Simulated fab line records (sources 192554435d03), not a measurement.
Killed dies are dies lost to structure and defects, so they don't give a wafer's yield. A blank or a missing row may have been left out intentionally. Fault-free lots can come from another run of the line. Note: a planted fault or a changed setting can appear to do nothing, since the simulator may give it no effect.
Chamber matching    flow n5Finfet    4 sister chambers for N5_FIN_CUT_CUT_ETCH_26 on rieDiel-04
The step etches SiNx in CH3F/O2, target depth 39 nm, time 55.7 s. 30 wafers are shown with their chamber, then 12 later ones without.

== WAFERS PAIRED WITH THEIR CHAMBERS ==
wafer   chamber  drypumpMotorCurrentA (A)  showerheadPlenumPTorr (Torr)  rfVppV (V)
L074.1  1        5.7                       2.01                          303
L074.5  1        5.6                       2.01                          304
L074.6  2        4.7                       1.88                          288
L076.4  1        5.6                       2.01                          303
L076.5  2        4.7                       1.88                          287
L076.6  3        6.4                       2.01                          293
L078.4  0        5.3                       2.06                          303
L078.5  2        4.8                       1.88                          287
L078.6  1        5.6                       2.01                          304
L079.1  1        5.7                       2.01                          304
L079.3  3        6.4                       2.01                          293
L079.4  2        4.7                       1.88                          288
L080.3  2        4.7                       1.88                          288
L080.4  3        6.4                       2.01                          293
L080.5  2        4.7                       1.88                          288
L084.1  3        6.4                       2.01                          294
L084.4  1        5.7                       2.01                          303
L084.6  2        4.7                       1.88                          288
L086.1  3        6.4                       2.01                          295
L086.2  1        5.7                       2.00                          304
L086.3  1        5.6                       2.00                          304
L089.2  3        6.4                       2.00                          294
L089.3  0        5.3                       2.05                          304
L089.6  2        4.7                       1.88                          289
L091.2  0        5.3                       2.05                          304
L091.3  1        5.6                       2.00                          303
L091.4  3        6.4                       2.00                          293
L092.2  2        4.7                       1.88                          288
L092.4  1        5.6                       2.00                          302
L092.6  3        6.4                       2.00                          292

SIGNATURES (averages over the wafers above)
reading                chamber 0  chamber 1  chamber 2  chamber 3  scatter within a chamber
drypumpMotorCurrentA   5.300      5.640      4.711      6.400      0.0356
showerheadPlenumPTorr  2.0533     2.0060     1.8800     2.0062     0.00436
rfVppV                 303.67     303.40     287.89     293.38     0.729
Rule: distance of a wafer from a chamber = root of the sum over the readings of ((wafer's reading minus chamber's mean) / reading's scatter) squared. If the next closest chamber is less than 2 further off than the closest, the wafer can't be placed; otherwise it belongs to the closest. The scatter: the root of (the sum of the squares of (reading less its chamber's mean) over the shown wafers, divided by (wafers less chambers)).

== WAFERS MISSING THEIR CHAMBER ==
wafer   drypumpMotorCurrentA (A)  showerheadPlenumPTorr (Torr)  rfVppV (V)
L093.1  5.6                       2.00                          303
L093.5  4.7                       1.88                          288
L093.6  5.7                       2.00                          302
L095.1  4.8                       1.88                          288
L095.2  6.4                       2.00                          292
L095.4  4.7                       1.88                          287
L096.1  4.8                       1.87                          288
L096.3  6.4                       2.00                          294
L096.5  4.7                       1.87                          288
L097.1  4.8                       1.87                          287
L097.4  6.4                       2.00                          293
L097.5  6.4                       2.00                          294

== WHICH CHAMBER EACH WENT THROUGH ==
wafer   from the rows above  in truth
L093.1  1                    1
L093.5  2                    2
L093.6  1                    1
L095.1  2                    2
L095.2  3                    3
L095.4  2                    2
L096.1  2                    2
L096.3  3                    3
L096.5  2                    2
L097.1  2                    2
L097.4  3                    3
L097.5  3                    3
Correctly placed: 12 of 12. Not placeable from these rows: 0. Placed wrongly: 0.
